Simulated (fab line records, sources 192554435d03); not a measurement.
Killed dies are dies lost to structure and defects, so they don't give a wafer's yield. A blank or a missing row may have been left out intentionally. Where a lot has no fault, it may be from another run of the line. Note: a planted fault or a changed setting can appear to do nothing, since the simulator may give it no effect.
fab line records	flow n5_finfet
[record] lots = 7	wafers = 39
route steps=1938 shown BEOL_M15@1773
start_h: start of the lot's first displayed wafer, in hours after the record's first day	wait_h: time in hours since the lot's previous step	" identical to the entry in the row above	L1.1+2: a single row standing in for several wafers	- no value, or no start given	* or withheld: withheld	< > ~ a bound
route shown NAME@n: NAME is a module with steps in the file, n the number in the route of the first one	usual: average and standard deviation across the fault-free wafers	same: alike in all rows	chamber/n: place in a boat	sites: readings site by site	_std_site: standard deviation of those values	_edge_site: inner sites' mean taken away from outer sites' mean	radius_mm: how far each site lies from the wafer's centre	mask NAME#n: copy n	behind: the most recent tool/chamber to have shaped the wafer	hold: why the lot was held/for how many hours/how that ended	device: names the non-switching transistor (n, p or np)	end of line: tests run on the same wafers once the route is complete	where a step has no rows: the recipe by itself	killed: count of dies lost to structure and defects at first sort (not the wafer's yield)	map: the dies of a wafer, with x for killed, . for not killed, _ for no die there
set.NAME: the setting as run; set.NAME@STEP: as run at that earlier step	model.NAME: the simulator's own value behind a step, which no gauge read
lots where settings were altered on purpose, with a table for each step and a row for each wafer
[[steps]]
[step N5_BEOL_M15_ILD_DEP_00]
[recipe] material = SiO2	target_thk_a = 16293	temp_c = 400	precursor = TEOS/O2	pressure_torr = 6.5	rf_w = 900	teos_flow_sccm = 161.4	gas = O2	flow_sccm = 2650	time_s = 346.1
lot.wafer	tool	chamber	start_h	wait_h	set.time_s	model.SiO2_of_BEOL_M15_ILD_DEP_00.thk_nm
L074.1	pecvd-01	1	241.25	0.0	346.1	1617
L074.2	"	0	"	"	346.1	1584
L074.3	"	2	"	"	346.1	1612
L074.4	"	2	"	"	471.1	2236
L074.5	"	0	"	"	471.1	2195
L074.6	"	1	"	"	471.1	2217
L076.1	pecvd-03	2	259.08	0.0	346.1	1598
L076.2	"	0	"	"	346.1	1627
L076.3	"	1	"	"	527.2	2461
L076.4	"	2	"	"	527.2	2487
L076.5	"	0	"	"	527.2	2526
L076.6	"	1	"	"	346.1	1639
L085.1	pecvd-01	1	325.41	0.0	346.1	1589
L085.2	"	2	"	"	346.1	1635
L085.3	"	0	"	"	346.1	1624
L088.1	pecvd-02	0	343.46	0.0	346.1	1619
L088.2	"	1	"	"	346.1	1627
L088.3	"	2	"	"	346.1	1602
L088.4	"	2	"	"	346.1	1634
L088.5	"	1	"	"	346.1	1663
L088.6	"	0	"	"	346.1	1630
L095.1	pecvd-02	0	375.68	0.0	148.3	690.6
L095.2	"	1	"	"	148.3	685.2
L095.3	"	2	"	"	346.1	1601
L095.4	"	0	"	"	346.1	1625
L095.5	"	2	"	"	346.1	1620
L095.6	"	1	"	"	148.3	703.2
L096.1	pecvd-02	1	379.40	0.0	260.2	1232
L096.2	"	0	"	"	260.2	1215
L096.3	"	2	"	"	346.1	1626
L096.4	"	2	"	"	346.1	1647
L096.5	"	0	"	"	346.1	1638
L096.6	"	1	"	"	260.2	1259
L097.1	pecvd-02	1	394.77	0.0	346.1	1624
L097.2	"	0	"	"	487.9	2279
L097.3	"	2	"	"	346.1	1617
L097.4	"	2	"	"	346.1	1620
L097.5	"	0	"	"	487.9	2301
L097.6	"	1	"	"	487.9	2314
[step N5_BEOL_M15_THK_MEAS_01]
[recipe] reads = SiO2_of_BEOL_M15_ILD_DEP_00
[usual] M15_ILD_THK = 1627/22
lot.wafer	tool	chamber	start_h	wait_h	set.time_s@BEOL_M15_ILD_DEP_00	M15_ILD_THK[nm]
L074.1	film_metro-01	-	241.50	0.1	346.1	1617
L074.2	"	-	"	"	346.1	1584
L074.3	"	-	"	"	346.1	1611
L074.4	"	-	"	"	471.1	2236
L074.5	"	-	"	"	471.1	2195
L074.6	"	-	"	"	471.1	2216
L076.1	film_metro-02	-	259.33	0.1	346.1	1598
L076.2	"	-	"	"	346.1	1627
L076.3	"	-	"	"	527.2	2460
L076.4	"	-	"	"	527.2	2487
L076.5	"	-	"	"	527.2	2528
L076.6	"	-	"	"	346.1	1639
L085.1	film_metro-01	-	325.66	0.1	346.1	1590
L085.2	"	-	"	"	346.1	1635
L085.3	"	-	"	"	346.1	1624
L088.1	film_metro-02	-	343.71	0.1	346.1	1618
L088.2	"	-	"	"	346.1	1627
L088.3	"	-	"	"	346.1	1602
L088.4	"	-	"	"	346.1	1634
L088.5	"	-	"	"	346.1	1662
L088.6	"	-	"	"	346.1	1629
L095.1	film_metro-01	-	375.93	0.1	148.3	690
L095.2	"	-	"	"	148.3	685
L095.3	"	-	"	"	346.1	1600
L095.4	"	-	"	"	346.1	1624
L095.5	"	-	"	"	346.1	1621
L095.6	"	-	"	"	148.3	703
L096.1	film_metro-02	-	379.65	0.1	260.2	1232
L096.2	"	-	"	"	260.2	1215
L096.3	"	-	"	"	346.1	1624
L096.4	"	-	"	"	346.1	1647
L096.5	"	-	"	"	346.1	1638
L096.6	"	-	"	"	260.2	1256
L097.1	film_metro-02	-	395.02	0.1	346.1	1625
L097.2	"	-	"	"	487.9	2280
L097.3	"	-	"	"	346.1	1616
L097.4	"	-	"	"	346.1	1619
L097.5	"	-	"	"	487.9	2302
L097.6	"	-	"	"	487.9	2315
[step N5_BEOL_M15_COAT_58]
[recipe] resist = BARC	temp_c = 205	time_s = 60	spin_rpm = 1500	resist_thk_nm = 89
[step N5_BEOL_M15_COAT_04]
[recipe] spin_rpm = 1704	resist_thk_nm = 800
[step N5_BEOL_M15_DESCUM_15]
[recipe] chemistry = O2	time_s = 7.9	source_power_w = 50	bias_power_w = 20	pressure_mtorr = 20	rf_frequency_hz = 2.712e+07	temp_c = 40	o2_flow_sccm = 225
[step N5_BEOL_M15_ETCH_59]
[recipe] chemistry = N2/H2	target = BARC	target_depth_a = 890	overetch_a = 267	time_s = 67.9	ion_energy_ev = 200	pressure_mtorr = 30	source_w = 840	bias_w = 150	n2_flow_sccm = 200	h2_flow_sccm = 200
[step N5_BEOL_M15_VIA_ETCH_16]
[recipe] chemistry = C4F8/O2/Ar	target = SiO2	he_inner_torr = 15	he_outer_torr = 30	target_depth_a = 17922	time_s = withheld	ion_energy_ev = 800	pressure_mtorr = 20	source_w = 1905	bias_w = 2040	Ar_flow_sccm = 400	C4F8_flow_sccm = 16	O2_flow_sccm = 12	ends = cleared
lot.wafer	tool	chamber	start_h	wait_h	set.time_s@BEOL_M15_ILD_DEP_00	model.etch.depth_nm	model.coat_of_BEOL_M15_COAT_04.thk_nm
L074.1	rie_diel-01	0	241.98	0.0	*	1617	333.4
L074.2	"	1	"	"	*	1584	349.4
L074.3	"	2	"	"	*	1612	337.4
L074.4	"	3	"	"	*	2236	177.4
L074.5	"	2	"	"	*	2195	200.2
L074.6	"	1	"	"	*	2217	202.2
L076.1	rie_diel-06	1	259.81	0.0	*	1598	329
L076.2	"	0	"	"	*	1627	324.4
L076.3	"	3	"	"	*	2461	133.2
L076.4	"	2	"	"	*	2487	115.8
L076.5	"	1	"	"	*	2526	101.6
L076.6	"	0	"	"	*	1639	321.8
L085.1	rie_diel-06	1	326.27	0.0	*	1589	332.4
L085.2	"	2	"	"	*	1635	323.6
L085.3	"	0	"	"	*	1624	327.8
L088.1	rie_diel-06	0	344.31	0.0	*	1619	326
L088.2	"	2	"	"	*	1627	324.8
L088.3	"	1	"	"	*	1602	326.8
L088.4	"	3	"	"	*	1634	330.4
L088.5	"	3	"	"	*	1663	324.4
L088.6	"	2	"	"	*	1630	324.6
L095.1	rie_diel-02	1	376.53	0.0	*	690.5	548.8
L095.2	"	2	"	"	*	685.2	557
L095.3	"	0	"	"	*	1601	343.8
L095.4	"	3	"	"	*	1625	323.8
L095.5	"	0	"	"	*	1620	339.4
L095.6	"	1	"	"	*	703.3	544
L096.1	rie_diel-01	3	380.26	0.0	*	1232	416.8
L096.2	"	2	"	"	*	1215	428.2
L096.3	"	1	"	"	*	1626	339.2
L096.4	"	0	"	"	*	1647	323.2
L096.5	"	0	"	"	*	1638	324.8
L096.6	"	3	"	"	*	1259	406.8
L097.1	rie_diel-02	1	395.58	0.0	*	1624	315.4
L097.2	"	0	"	"	*	2279	181.8
L097.3	"	3	"	"	*	1617	317.4
L097.4	"	2	"	"	*	1620	336.6
L097.5	"	2	"	"	*	2301	179.8
L097.6	"	3	"	"	*	2314	152.4
[[key]]
[split] step = N5_BEOL_M15_ILD_DEP_00	setting = time_s	stated = 346.1	by = wafer
[response] step = N5_BEOL_M15_ILD_DEP_00	reading = model.SiO2_of_BEOL_M15_ILD_DEP_00.thk_nm	change = +16.5	per = 1%	r = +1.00
[response] step = N5_BEOL_M15_THK_MEAS_01	reading = M15_ILD_THK	change = +16.5	per = 1%	r = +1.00
[response] step = N5_BEOL_M15_VIA_ETCH_16	reading = model.etch.depth_nm	change = +16.5	per = 1%	r = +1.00
[response] step = N5_BEOL_M15_VIA_ETCH_16	reading = model.coat_of_BEOL_M15_COAT_04.thk_nm	change = -3.84	per = 1%	r = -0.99
